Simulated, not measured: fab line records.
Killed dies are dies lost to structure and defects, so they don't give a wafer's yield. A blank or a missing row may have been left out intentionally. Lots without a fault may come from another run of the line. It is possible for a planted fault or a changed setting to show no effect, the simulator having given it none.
fab line records -- flow n5_finfet
record lots=24, wafers=72, last_day=20
route steps=1938 shown BEOL_M13@1709 BEOL_M14@1747 PASS1_DEP@1831 MIM_TOP@1837 PASSIVATION@1905
lots that met no fault: from a run of the same line without faults
start_h: the number of hours between the record's first day and the start of the first shown wafer of the lot -- wait_h: hours since the lot's step before -- " unchanged from the row above -- L1.1+2: a single row standing in for several wafers -- - no value present, or no start provided -- * or withheld: withheld -- < > ~ a bound
route shown NAME@n: names a module that has steps shown in the file, with the first one's number in the route -- usual: average and standard deviation across the fault-free wafers -- same: alike in all rows -- chamber/n: place in a boat -- sites: per-site readings -- _std_site: the values' standard deviation -- _edge_site: outer sites' mean less inner sites' -- radius_mm: for every site, how far away it sits from the centre of the wafer -- mask NAME#n: copy n -- behind: the last tool/chamber to shape the wafer -- hold: cause of the lot's hold/its duration in hours/its outcome -- device: whichever transistor did not switch (one of n, p or np) -- end of line: tests run on the same wafers once the route is complete -- for a step that has no rows: nothing shown but its recipe -- killed: not the wafer's yield, but the dies lost to structure and defects at the first sort -- map: a wafer's dies, marking killed ones x, the rest . and places with no die _
set.NAME: the setting as run; set.NAME@STEP: as run at that earlier step -- model.NAME: the simulator's own value behind a step, which no gauge read
one table for each step of the route and one row for each wafer, over a sample of lots
services: the hour from which a tool's chamber was out of use, counted from the record's first day as start_h (under 0 if before that day), plus the number of hours and why
## steps
# step N5_BEOL_M13_ANNEAL_48
# recipe temp_c=225, time_s=90, ambient=N2
# usual wafer_temp_C_max=225.89/0.22
lot.wafer,tool,chamber,start_h,wait_h,wafer_temp_C_max
L074.3,rtp_anneal-02,0,279.54,0.2,225.80
L074.4,rtp_anneal-02,0,279.54,0.2,226.16
L074.5,rtp_anneal-02,0,279.54,0.2,226.31
L075.2,rtp_anneal-01,0,311.71,0.3,225.86
L075.4,rtp_anneal-01,0,311.71,0.3,226.14
L075.6,rtp_anneal-01,0,311.71,0.3,225.72
L076.1,rtp_anneal-01,0,319.78,0.4,225.65
L076.4,rtp_anneal-01,0,319.78,0.4,225.77
L076.6,rtp_anneal-01,0,319.78,0.4,225.69
L077.1,rtp_anneal-01,0,323.95,0.6,225.96
L077.2,rtp_anneal-01,0,323.95,0.6,225.78
L077.5,rtp_anneal-01,0,323.95,0.6,225.94
L078.1,rtp_anneal-01,0,336.99,0.1,225.86
L078.3,rtp_anneal-01,0,336.99,0.1,225.96
L078.4,rtp_anneal-01,0,336.99,0.1,225.90
L080.1,rtp_anneal-02,0,341.81,0.1,225.95
L080.2,rtp_anneal-02,0,341.81,0.1,225.67
L080.5,rtp_anneal-02,0,341.81,0.1,225.91
L081.1,rtp_anneal-02,0,347.93,0.1,226.16
L081.3,rtp_anneal-02,0,347.93,0.1,225.67
L081.4,rtp_anneal-02,0,347.93,0.1,226.18
L083.1,rtp_anneal-01,0,348.33,0.1,225.98
L083.5,rtp_anneal-01,0,348.33,0.1,225.57
L083.6,rtp_anneal-01,0,348.33,0.1,225.64
L082.3,rtp_anneal-02,0,356.49,0.5,226.00
L082.5,rtp_anneal-02,0,356.49,0.5,225.90
L082.6,rtp_anneal-02,0,356.49,0.5,226.07
L084.3,rtp_anneal-02,0,358.39,0.2,226.08
L084.5,rtp_anneal-02,0,358.39,0.2,225.77
L084.6,rtp_anneal-02,0,358.39,0.2,225.39
L086.2,rtp_anneal-01,0,371.34,0.2,225.91
L086.3,rtp_anneal-01,0,371.34,0.2,225.89
L086.6,rtp_anneal-01,0,371.34,0.2,225.87
L092.2,rtp_anneal-01,0,373.18,0.2,225.83
L092.3,rtp_anneal-01,0,373.18,0.2,226.33
L092.4,rtp_anneal-01,0,373.18,0.2,225.75
L085.3,rtp_anneal-01,0,375.78,0.2,225.74
L085.4,rtp_anneal-01,0,375.78,0.2,225.60
L085.6,rtp_anneal-01,0,375.78,0.2,225.82
L088.3,rtp_anneal-01,0,385.58,0.2,225.95
L088.5,rtp_anneal-01,0,385.58,0.2,225.82
L088.6,rtp_anneal-01,0,385.58,0.2,226.14
L087.3,rtp_anneal-02,0,392.60,0.2,226.34
L087.4,rtp_anneal-02,0,392.60,0.2,226.09
L087.6,rtp_anneal-02,0,392.60,0.2,226.31
L089.2,rtp_anneal-02,0,395.12,0.2,225.91
L089.4,rtp_anneal-02,0,395.12,0.2,225.96
L089.5,rtp_anneal-02,0,395.12,0.2,226.21
L090.2,rtp_anneal-02,0,398.04,0.2,225.83
L090.4,rtp_anneal-02,0,398.04,0.2,225.47
L090.5,rtp_anneal-02,0,398.04,0.2,225.80
L091.1,rtp_anneal-01,0,403.48,0.3,225.78
L091.3,rtp_anneal-01,0,403.48,0.3,226.12
L091.4,rtp_anneal-01,0,403.48,0.3,225.81
L093.3,rtp_anneal-01,0,406.57,0.2,225.79
L093.5,rtp_anneal-01,0,406.57,0.2,225.66
L093.6,rtp_anneal-01,0,406.57,0.2,225.55
L097.1,rtp_anneal-02,0,430.55,0.2,225.93
L097.2,rtp_anneal-02,0,430.55,0.2,225.53
L097.6,rtp_anneal-02,0,430.55,0.2,226.10
L096.1,rtp_anneal-02,0,433.20,0.1,226.11
L096.3,rtp_anneal-02,0,433.20,0.1,225.69
L096.6,rtp_anneal-02,0,433.20,0.1,226.15
L079.1,rtp_anneal-01,0,435.31,0.6,225.63
L079.2,rtp_anneal-01,0,435.31,0.6,225.87
L079.6,rtp_anneal-01,0,435.31,0.6,225.56
L094.1,rtp_anneal-01,0,449.82,0.3,225.80
L094.2,rtp_anneal-01,0,449.82,0.3,225.83
L094.6,rtp_anneal-01,0,449.82,0.3,225.97
L095.1,rtp_anneal-02,0,454.20,0.1,225.83
L095.4,rtp_anneal-02,0,454.20,0.1,226.33
L095.6,rtp_anneal-02,0,454.20,0.1,225.88
# step N5_BEOL_M13_INSPECT_55
# recipe inspect_instrument=darkfield, mode=post_dep
# usual raw_defect_count=70/27
lot.wafer,tool,chamber,start_h,wait_h,raw_defect_count
L074.3,defect_inspect-02,-,280.20,0.0,120
L074.4,defect_inspect-02,-,280.20,0.0,77
L074.5,defect_inspect-02,-,280.20,0.0,69
L075.2,defect_inspect-02,-,312.43,0.0,75
L075.4,defect_inspect-02,-,312.43,0.0,45
L075.6,defect_inspect-02,-,312.43,0.0,76
L076.1,defect_inspect-01,-,320.56,0.0,70
L076.4,defect_inspect-01,-,320.56,0.0,73
L076.6,defect_inspect-01,-,320.56,0.0,78
L077.1,defect_inspect-02,-,324.71,0.0,89
L077.2,defect_inspect-02,-,324.71,0.0,85
L077.5,defect_inspect-02,-,324.71,0.0,75
L078.1,defect_inspect-02,-,337.92,0.0,37
L078.3,defect_inspect-02,-,337.92,0.0,61
L078.4,defect_inspect-02,-,337.92,0.0,45
L080.1,defect_inspect-01,-,342.56,0.0,42
L080.2,defect_inspect-01,-,342.56,0.0,46
L080.5,defect_inspect-01,-,342.56,0.0,52
L081.1,defect_inspect-02,-,348.67,0.0,69
L081.3,defect_inspect-02,-,348.67,0.0,69
L081.4,defect_inspect-02,-,348.67,0.0,54
L083.1,defect_inspect-02,-,349.07,0.0,75
L083.5,defect_inspect-02,-,349.07,0.0,46
L083.6,defect_inspect-02,-,349.07,0.0,64
L082.3,defect_inspect-01,-,357.16,0.0,48
L082.5,defect_inspect-01,-,357.16,0.0,63
L082.6,defect_inspect-01,-,357.16,0.0,44
L084.3,defect_inspect-01,-,359.04,0.0,81
L084.5,defect_inspect-01,-,359.04,0.0,85
L084.6,defect_inspect-01,-,359.04,0.0,99
L086.2,defect_inspect-01,-,372.04,0.0,101
L086.3,defect_inspect-01,-,372.04,0.0,74
L086.6,defect_inspect-01,-,372.04,0.0,96
L092.2,defect_inspect-01,-,373.89,0.0,42
L092.3,defect_inspect-01,-,373.89,0.0,45
L092.4,defect_inspect-01,-,373.89,0.0,49
L085.3,defect_inspect-01,-,376.47,0.0,64
L085.4,defect_inspect-01,-,376.47,0.0,78
L085.6,defect_inspect-01,-,376.47,0.0,69
L088.3,defect_inspect-01,-,386.29,0.0,71
L088.5,defect_inspect-01,-,386.29,0.0,68
L088.6,defect_inspect-01,-,386.29,0.0,77
L087.3,defect_inspect-01,-,393.29,0.0,58
L087.4,defect_inspect-01,-,393.29,0.0,100
L087.6,defect_inspect-01,-,393.29,0.0,112
L089.2,defect_inspect-02,-,395.83,0.0,71
L089.4,defect_inspect-02,-,395.83,0.0,62
L089.5,defect_inspect-02,-,395.83,0.0,80
L090.2,defect_inspect-01,-,398.74,0.0,44
L090.4,defect_inspect-01,-,398.74,0.0,51
L090.5,defect_inspect-01,-,398.74,0.0,42
L091.1,defect_inspect-01,-,404.24,0.0,173
L091.3,defect_inspect-01,-,404.24,0.0,51
L091.4,defect_inspect-01,-,404.24,0.0,82
L093.3,defect_inspect-01,-,407.23,0.0,85
L093.5,defect_inspect-01,-,407.23,0.0,67
L093.6,defect_inspect-01,-,407.23,0.0,80
L097.1,defect_inspect-01,-,431.30,0.0,63
L097.2,defect_inspect-01,-,431.30,0.0,53
L097.6,defect_inspect-01,-,431.30,0.0,57
L096.1,defect_inspect-02,-,433.95,0.0,74
L096.3,defect_inspect-02,-,433.95,0.0,43
L096.6,defect_inspect-02,-,433.95,0.0,38
L079.1,defect_inspect-02,-,436.07,0.0,105
L079.2,defect_inspect-02,-,436.07,0.0,53
L079.6,defect_inspect-02,-,436.07,0.0,95
L094.1,defect_inspect-02,-,450.58,0.0,35
L094.2,defect_inspect-02,-,450.58,0.0,50
L094.6,defect_inspect-02,-,450.58,0.0,61
L095.1,defect_inspect-01,-,454.94,0.0,69
L095.4,defect_inspect-01,-,454.94,0.0,76
L095.6,defect_inspect-01,-,454.94,0.0,70
# step N5_BEOL_M14_OVL_MEAS_29
# recipe points_per_wafer=44
# usual M14_OVL=3/4.9
# same points_per_wafer=44
lot.wafer,tool,chamber,start_h,wait_h,M14_OVL[nm]
L074.3,overlay-02,0,281.84,0.0,5
L074.4,overlay-02,0,281.84,0.0,4
L074.5,overlay-02,0,281.84,0.0,5
L075.2,overlay-02,0,314.05,0.0,5
L075.4,overlay-02,0,314.05,0.0,5
L075.6,overlay-02,0,314.05,0.0,-2
L076.1,overlay-01,0,322.01,0.0,14
L076.4,overlay-01,0,322.01,0.0,14
L076.6,overlay-01,0,322.01,0.0,15
L077.1,overlay-02,0,326.33,0.0,3
L077.2,overlay-02,0,326.33,0.0,8
L077.5,overlay-02,0,326.33,0.0,1
L078.1,overlay-02,0,339.33,0.0,7
L078.3,overlay-02,0,339.33,0.0,6
L078.4,overlay-02,0,339.33,0.0,9
L080.1,overlay-02,0,344.24,0.0,1
L080.2,overlay-02,0,344.24,0.0,1
L080.5,overlay-02,0,344.24,0.0,-4
L081.1,overlay-02,0,350.09,0.0,3
L081.3,overlay-02,0,350.09,0.0,9
L081.4,overlay-02,0,350.09,0.0,12
L083.1,overlay-01,0,351.11,0.0,4
L083.5,overlay-01,0,351.11,0.0,-4
L083.6,overlay-01,0,351.11,0.0,4
L082.3,overlay-01,0,358.63,0.0,3
L082.5,overlay-01,0,358.63,0.0,1
L082.6,overlay-01,0,358.63,0.0,-2
L084.3,overlay-01,0,361.08,0.0,11
L084.5,overlay-01,0,361.08,0.0,9
L084.6,overlay-01,0,361.08,0.0,8
L086.2,overlay-01,0,373.66,0.0,0
L086.3,overlay-01,0,373.66,0.0,4
L086.6,overlay-01,0,373.66,0.0,-2
L092.2,overlay-01,0,375.60,0.0,9
L092.3,overlay-01,0,375.60,0.0,2
L092.4,overlay-01,0,375.60,0.0,8
L085.3,overlay-01,0,378.16,0.0,6
L085.4,overlay-01,0,378.16,0.0,3
L085.6,overlay-01,0,378.16,0.0,7
L088.3,overlay-02,0,387.95,0.0,4
L088.5,overlay-02,0,387.95,0.0,6
L088.6,overlay-02,0,387.95,0.0,-5
L087.3,overlay-02,0,394.95,0.0,-3
L087.4,overlay-02,0,394.95,0.0,-6
L087.6,overlay-02,0,394.95,0.0,-5
L089.2,overlay-01,0,397.38,0.0,-6
L089.4,overlay-01,0,397.38,0.0,-5
L089.5,overlay-01,0,397.38,0.0,0
L090.2,overlay-01,0,400.24,0.0,4
L090.4,overlay-01,0,400.24,0.0,2
L090.5,overlay-01,0,400.24,0.0,9
L091.1,overlay-01,0,405.77,0.0,5
L091.3,overlay-01,0,405.77,0.0,-2
L091.4,overlay-01,0,405.77,0.0,5
L093.3,overlay-02,0,408.78,0.0,6
L093.5,overlay-02,0,408.78,0.0,9
L093.6,overlay-02,0,408.78,0.0,8
L097.1,overlay-01,0,432.97,0.0,6
L097.2,overlay-01,0,432.97,0.0,1
L097.6,overlay-01,0,432.97,0.0,-1
L096.1,overlay-02,0,435.49,0.0,5
L096.3,overlay-02,0,435.49,0.0,9
L096.6,overlay-02,0,435.49,0.0,3
L079.1,overlay-02,0,437.61,0.0,3
L079.2,overlay-02,0,437.61,0.0,-1
L079.6,overlay-02,0,437.61,0.0,-6
L094.1,overlay-02,0,452.50,0.0,10
L094.2,overlay-02,0,452.50,0.0,5
L094.6,overlay-02,0,452.50,0.0,2
L095.1,overlay-01,0,456.75,0.0,-5
L095.4,overlay-01,0,456.75,0.0,-4
L095.6,overlay-01,0,456.75,0.0,-5
# step N5_PASSIVATION_PECVD_00
# recipe material=SiO2, target_thk_a=2000, temp_c=400, precursor=SiH4/N2O, pressure_torr=2.7, rf_w=608, time_s=11.2
# usual heater_power_w=717/96, rf_fwd_power_W=601.1/2.6, showerhead_plenum_p_Torr=8.11/0.075, throttle_valve_pct=51.0/2.1
lot.wafer,tool,chamber,start_h,wait_h,heater_power_w,rf_fwd_power_W,showerhead_plenum_p_Torr,throttle_valve_pct
L074.3,pecvd-01,2,295.32,0.5,717,600.6,8.03,48.5
L074.4,pecvd-01,1,295.32,0.5,852,603.9,8.06,53.3
L074.5,pecvd-01,0,295.32,0.5,745,602.1,8.20,49.8
L075.2,pecvd-02,0,325.96,0.7,630,602.0,8.03,52.8
L075.4,pecvd-02,2,325.96,0.7,854,600.7,8.22,50.9
L075.6,pecvd-02,0,325.96,0.7,651,602.1,8.03,52.5
L076.1,pecvd-01,2,333.04,0.8,694,601.1,8.05,49.0
L076.4,pecvd-01,1,333.04,0.8,825,602.7,8.06,53.0
L076.6,pecvd-01,1,333.04,0.8,869,606.4,8.06,53.1
L077.1,pecvd-04,0,342.11,0.8,622,602.6,8.18,51.9
L077.2,pecvd-04,2,342.11,0.8,701,603.0,8.11,50.8
L077.5,pecvd-04,2,342.11,0.8,702,601.3,8.10,51.0
L078.1,pecvd-01,2,349.72,0.8,749,598.1,8.05,48.8
L078.3,pecvd-01,1,349.72,0.8,824,602.0,8.05,53.4
L078.4,pecvd-01,0,349.72,0.8,633,600.0,8.19,45.8
L080.1,pecvd-04,1,357.10,0.8,847,601.7,8.19,52.7
L080.2,pecvd-04,0,357.10,0.8,626,605.4,8.16,51.5
L080.5,pecvd-04,1,357.10,0.8,879,602.4,8.20,52.4
L081.1,pecvd-04,1,362.81,0.8,711,604.1,8.20,52.6
L081.3,pecvd-04,0,362.81,0.8,545,602.1,8.17,51.7
L081.4,pecvd-04,0,362.81,0.8,559,605.1,8.15,51.6
L083.1,pecvd-02,1,362.92,0.8,657,595.2,7.99,51.2
L083.5,pecvd-02,2,362.92,0.8,880,603.0,8.17,51.3
L083.6,pecvd-02,1,362.92,0.8,671,592.4,7.98,51.2
L082.3,pecvd-02,0,374.30,0.5,704,601.0,8.04,52.4
L082.5,pecvd-02,1,374.30,0.5,628,595.2,7.99,51.3
L082.6,pecvd-02,0,374.30,0.5,708,601.7,8.01,52.8
L084.3,pecvd-04,2,385.84,0.5,578,601.7,8.11,51.4
L084.5,pecvd-04,2,385.84,0.5,587,600.9,8.12,51.3
L084.6,pecvd-04,0,385.84,0.5,604,604.7,8.15,51.8
L086.2,pecvd-04,2,387.24,0.7,582,602.2,8.11,51.7
L086.3,pecvd-04,1,387.24,0.7,702,603.6,8.20,52.8
L086.6,pecvd-04,0,387.24,0.7,606,602.2,8.13,51.6
L085.3,pecvd-01,2,390.51,0.5,708,599.0,8.05,49.2
L085.4,pecvd-01,2,390.51,0.5,710,598.7,8.04,49.2
L085.6,pecvd-01,0,390.51,0.5,694,605.3,8.18,46.5
L092.2,pecvd-01,1,391.36,0.7,840,603.1,8.06,53.2
L092.3,pecvd-01,0,391.36,0.7,650,599.6,8.22,46.3
L092.4,pecvd-01,2,391.36,0.7,703,598.5,8.03,49.1
L088.3,pecvd-01,0,400.27,0.5,647,599.8,8.20,46.2
L088.5,pecvd-01,1,400.27,0.5,783,600.8,8.07,53.1
L088.6,pecvd-01,2,400.27,0.5,720,597.8,8.05,48.9
L087.3,pecvd-01,1,407.75,0.5,835,601.5,8.09,53.5
L087.4,pecvd-01,2,407.75,0.5,604,598.0,8.05,49.2
L087.6,pecvd-01,0,407.75,0.5,674,603.9,8.21,46.5
L089.2,pecvd-04,1,408.47,0.7,783,601.6,8.19,52.7
L089.4,pecvd-04,1,408.47,0.7,761,603.2,8.18,52.7
L089.5,pecvd-04,0,408.47,0.7,618,601.2,8.16,51.5
L090.2,pecvd-02,2,408.96,0.7,914,602.3,8.17,51.4
L090.4,pecvd-02,2,408.96,0.7,924,599.8,8.16,51.4
L090.5,pecvd-02,0,408.96,0.7,638,598.9,8.04,52.5
L091.1,pecvd-01,2,416.24,0.8,720,600.6,8.04,49.1
L091.3,pecvd-01,0,416.24,0.8,672,600.5,8.19,46.6
L091.4,pecvd-01,1,416.24,0.8,750,602.5,8.05,53.5
L093.3,pecvd-02,1,421.12,0.5,725,598.4,7.96,46.0
L093.5,pecvd-02,1,421.12,0.5,583,597.6,7.96,46.4
L093.6,pecvd-02,0,421.12,0.5,587,600.1,8.05,52.6
L097.1,pecvd-04,2,441.76,0.8,633,600.9,8.09,51.6
L097.2,pecvd-04,1,441.76,0.8,850,600.7,8.20,52.6
L097.6,pecvd-04,2,441.76,0.8,651,599.0,8.11,51.8
L096.1,pecvd-02,2,446.71,0.8,809,601.4,8.18,51.5
L096.3,pecvd-02,0,446.71,0.8,562,599.5,8.04,52.8
L096.6,pecvd-02,0,446.71,0.8,568,599.7,8.04,52.8
L079.1,pecvd-02,0,447.31,0.8,679,601.7,8.05,52.9
L079.2,pecvd-02,1,447.31,0.8,679,596.3,7.96,46.3
L079.6,pecvd-02,2,447.31,0.8,948,601.0,8.17,51.6
L094.1,pecvd-04,0,464.08,0.8,608,600.9,8.14,51.7
L094.2,pecvd-04,1,464.08,0.8,868,601.2,8.19,52.8
L094.6,pecvd-04,0,464.08,0.8,621,604.0,8.18,51.6
L095.1,pecvd-04,0,469.38,0.8,645,605.3,8.17,51.6
L095.4,pecvd-04,1,469.38,0.8,853,598.9,8.18,52.6
L095.6,pecvd-04,0,469.38,0.8,666,604.6,8.16,51.5
# step N5_MIM_TOP_DEGAS_04
# recipe ambient=vacuum, temp_c=300, time_s=60
# usual heater_power_w=472/45
lot.wafer,tool,chamber,start_h,wait_h,heater_power_w
L074.3,pvd_sputter-03,-,296.81,-,427
L074.4,pvd_sputter-03,-,296.81,-,500
L074.5,pvd_sputter-03,-,296.81,-,499
L075.2,pvd_sputter-02,-,329.79,-,485
L075.4,pvd_sputter-02,-,329.79,-,460
L075.6,pvd_sputter-02,-,329.79,-,485
L076.1,pvd_sputter-01,-,335.41,-,525
L076.4,pvd_sputter-01,-,335.41,-,414
L076.6,pvd_sputter-01,-,335.41,-,515
L077.1,pvd_sputter-01,-,343.81,-,523
L077.2,pvd_sputter-01,-,343.81,-,539
L077.5,pvd_sputter-01,-,343.81,-,509
L078.1,pvd_sputter-03,-,351.33,-,502
L078.3,pvd_sputter-03,-,351.33,-,410
L078.4,pvd_sputter-03,-,351.33,-,423
L080.1,pvd_sputter-01,-,360.10,-,522
L080.2,pvd_sputter-01,-,360.10,-,520
L080.5,pvd_sputter-01,-,360.10,-,528
L081.1,pvd_sputter-03,-,364.23,-,413
L081.3,pvd_sputter-03,-,364.23,-,483
L081.4,pvd_sputter-03,-,364.23,-,503
L083.1,pvd_sputter-03,-,369.26,-,410
L083.5,pvd_sputter-03,-,369.26,-,414
L083.6,pvd_sputter-03,-,369.26,-,493
L082.3,pvd_sputter-01,-,376.11,-,420
L082.5,pvd_sputter-01,-,376.11,-,524
L082.6,pvd_sputter-01,-,376.11,-,535
L084.3,pvd_sputter-02,-,388.51,-,469
L084.5,pvd_sputter-02,-,388.51,-,437
L084.6,pvd_sputter-02,-,388.51,-,472
L086.2,pvd_sputter-03,-,391.51,-,514
L086.3,pvd_sputter-03,-,391.51,-,493
L086.6,pvd_sputter-03,-,391.51,-,430
L085.3,pvd_sputter-01,-,396.49,-,458
L085.4,pvd_sputter-01,-,396.49,-,412
L085.6,pvd_sputter-01,-,396.49,-,513
L092.2,pvd_sputter-01,-,396.61,-,518
L092.3,pvd_sputter-01,-,396.61,-,533
L092.4,pvd_sputter-01,-,396.61,-,418
L088.3,pvd_sputter-01,-,401.97,-,458
L088.5,pvd_sputter-01,-,401.97,-,516
L088.6,pvd_sputter-01,-,401.97,-,532
L087.3,pvd_sputter-01,-,409.32,-,519
L087.4,pvd_sputter-01,-,409.32,-,507
L087.6,pvd_sputter-01,-,409.32,-,525
L089.2,pvd_sputter-01,-,409.60,-,400
L089.4,pvd_sputter-01,-,409.60,-,457
L089.5,pvd_sputter-01,-,409.60,-,521
L090.2,pvd_sputter-01,-,411.78,-,409
L090.4,pvd_sputter-01,-,411.78,-,523
L090.5,pvd_sputter-01,-,411.78,-,517
L091.1,pvd_sputter-03,-,419.43,-,422
L091.3,pvd_sputter-03,-,419.43,-,494
L091.4,pvd_sputter-03,-,419.43,-,425
L093.3,pvd_sputter-03,-,424.79,-,497
L093.5,pvd_sputter-03,-,424.79,-,415
L093.6,pvd_sputter-03,-,424.79,-,513
L097.1,pvd_sputter-01,-,443.84,-,465
L097.2,pvd_sputter-01,-,443.84,-,531
L097.6,pvd_sputter-01,-,443.84,-,508
L096.1,pvd_sputter-01,-,451.53,-,516
L096.3,pvd_sputter-01,-,451.53,-,461
L096.6,pvd_sputter-01,-,451.53,-,517
L079.1,pvd_sputter-02,-,451.54,-,463
L079.2,pvd_sputter-02,-,451.54,-,480
L079.6,pvd_sputter-02,-,451.54,-,480
L094.1,pvd_sputter-02,-,466.67,-,474
L094.2,pvd_sputter-02,-,466.67,-,428
L094.6,pvd_sputter-02,-,466.67,-,422
L095.1,pvd_sputter-01,-,470.83,-,534
L095.4,pvd_sputter-01,-,470.83,-,457
L095.6,pvd_sputter-01,-,470.83,-,523
# step N5_PASSIVATION_CD_MEAS_30
# recipe target_cd_nm=4000, landing_energy_ev=500, detector=se_inlens, polarity=opening
# usual cd_nm=3999.9/1.3
lot.wafer,tool,chamber,start_h,wait_h,cd_nm
L074.3,cd_sem-02,0,302.10,-,3998.5
L074.4,cd_sem-02,0,302.10,-,3999.8
L074.5,cd_sem-02,0,302.10,-,3999.2
L075.2,cd_sem-01,0,336.68,-,4000.5
L075.4,cd_sem-01,0,336.68,-,4001.9
L075.6,cd_sem-01,0,336.68,-,4001.3
L076.1,cd_sem-02,0,341.62,-,4000.8
L076.4,cd_sem-02,0,341.62,-,3999.1
L076.6,cd_sem-02,0,341.62,-,3999.0
L077.1,cd_sem-01,0,351.66,-,4000.5
L077.2,cd_sem-01,0,351.66,-,4000.7
L077.5,cd_sem-01,0,351.66,-,3998.3
L078.1,cd_sem-02,0,358.75,-,4000.6
L078.3,cd_sem-02,0,358.75,-,4000.3
L078.4,cd_sem-02,0,358.75,-,4001.0
L080.1,cd_sem-01,0,370.99,-,3997.2
L080.2,cd_sem-01,0,370.99,-,3999.5
L080.5,cd_sem-01,0,370.99,-,3998.8
L081.1,cd_sem-02,0,371.71,-,4001.5
L081.3,cd_sem-02,0,371.71,-,3998.6
L081.4,cd_sem-02,0,371.71,-,4000.6
L083.1,cd_sem-01,0,375.29,-,4001.8
L083.5,cd_sem-01,0,375.29,-,4000.6
L083.6,cd_sem-01,0,375.29,-,4001.4
L082.3,cd_sem-03,0,381.79,-,4000.5
L082.5,cd_sem-03,0,381.79,-,3999.7
L082.6,cd_sem-03,0,381.79,-,4001.8
L084.3,cd_sem-03,0,393.11,-,3998.4
L084.5,cd_sem-03,0,393.11,-,3999.7
L084.6,cd_sem-03,0,393.11,-,3999.4
L086.2,cd_sem-03,0,398.07,-,4001.9
L086.3,cd_sem-03,0,398.07,-,4001.5
L086.6,cd_sem-03,0,398.07,-,4000.4
L085.3,cd_sem-01,0,401.83,-,3999.3
L085.4,cd_sem-01,0,401.83,-,3997.8
L085.6,cd_sem-01,0,401.83,-,3997.1
L092.2,cd_sem-02,0,402.60,-,4003.2
L092.3,cd_sem-02,0,402.60,-,4002.0
L092.4,cd_sem-02,0,402.60,-,4002.9
L088.3,cd_sem-01,0,406.97,-,4002.6
L088.5,cd_sem-01,0,406.97,-,4001.0
L088.6,cd_sem-01,0,406.97,-,4000.3
L089.2,cd_sem-02,0,419.74,-,4000.7
L089.4,cd_sem-02,0,419.74,-,4001.7
L089.5,cd_sem-02,0,419.74,-,4001.6
L090.2,cd_sem-03,0,420.08,-,4000.4
L090.4,cd_sem-03,0,420.08,-,3998.5
L090.5,cd_sem-03,0,420.08,-,3998.6
L087.3,cd_sem-01,0,420.90,-,4001.1
L087.4,cd_sem-01,0,420.90,-,4001.1
L087.6,cd_sem-01,0,420.90,-,3999.8
L091.1,cd_sem-03,0,426.26,-,3999.4
L091.3,cd_sem-03,0,426.26,-,3998.0
L091.4,cd_sem-03,0,426.26,-,3998.6
L093.3,cd_sem-03,0,430.10,-,3999.4
L093.5,cd_sem-03,0,430.10,-,4000.0
L093.6,cd_sem-03,0,430.10,-,3998.3
L097.1,cd_sem-02,0,449.38,-,3999.5
L097.2,cd_sem-02,0,449.38,-,3999.9
L097.6,cd_sem-02,0,449.38,-,3999.7
L096.1,cd_sem-02,0,457.94,-,3998.6
L096.3,cd_sem-02,0,457.94,-,3999.5
L096.6,cd_sem-02,0,457.94,-,3998.1
L079.1,cd_sem-03,0,459.63,-,4001.1
L079.2,cd_sem-03,0,459.63,-,3998.9
L079.6,cd_sem-03,0,459.63,-,3999.0
L094.1,cd_sem-02,0,473.45,-,3999.8
L094.2,cd_sem-02,0,473.45,-,3998.5
L094.6,cd_sem-02,0,473.45,-,3998.9
L095.1,cd_sem-02,0,477.25,-,3998.9
L095.4,cd_sem-02,0,477.25,-,4000.2
L095.6,cd_sem-02,0,477.25,-,3999.5
## services
tool,chamber,start_h,hours,kind
pecvd-02,2,258.27,5.5,scheduled_down
pecvd-04,2,280.44,5.3,repair
pecvd-01,0,309.09,-,clean
pecvd-01,0,309.09,29.5,scheduled_down
pecvd-01,0,309.09,29.5,vent_cycle
pecvd-02,2,321.90,2.1,scheduled_down
pecvd-04,2,325.04,2.1,scheduled_down
pecvd-01,0,338.59,5.5,scheduled_down
pecvd-01,2,361.61,2.1,scheduled_down
pecvd-02,-,364.95,0.5,repair
pecvd-02,2,373.92,5.9,repair
pecvd-01,-,377.70,0.5,repair
pecvd-02,1,383.66,-,clean
pecvd-02,1,383.66,-,consumable_replace:showerhead
pecvd-02,1,383.66,29.0,scheduled_down
pecvd-02,1,383.66,29.0,vent_cycle
pecvd-04,1,385.08,2.1,scheduled_down
pecvd-01,0,410.85,2.1,scheduled_down
pvd_sputter-03,-,415.65,1.7,repair
pecvd-04,0,439.30,5.3,repair
pecvd-04,0,445.75,2.1,scheduled_down
pvd_sputter-02,-,455.79,2.5,repair
## key
fault none
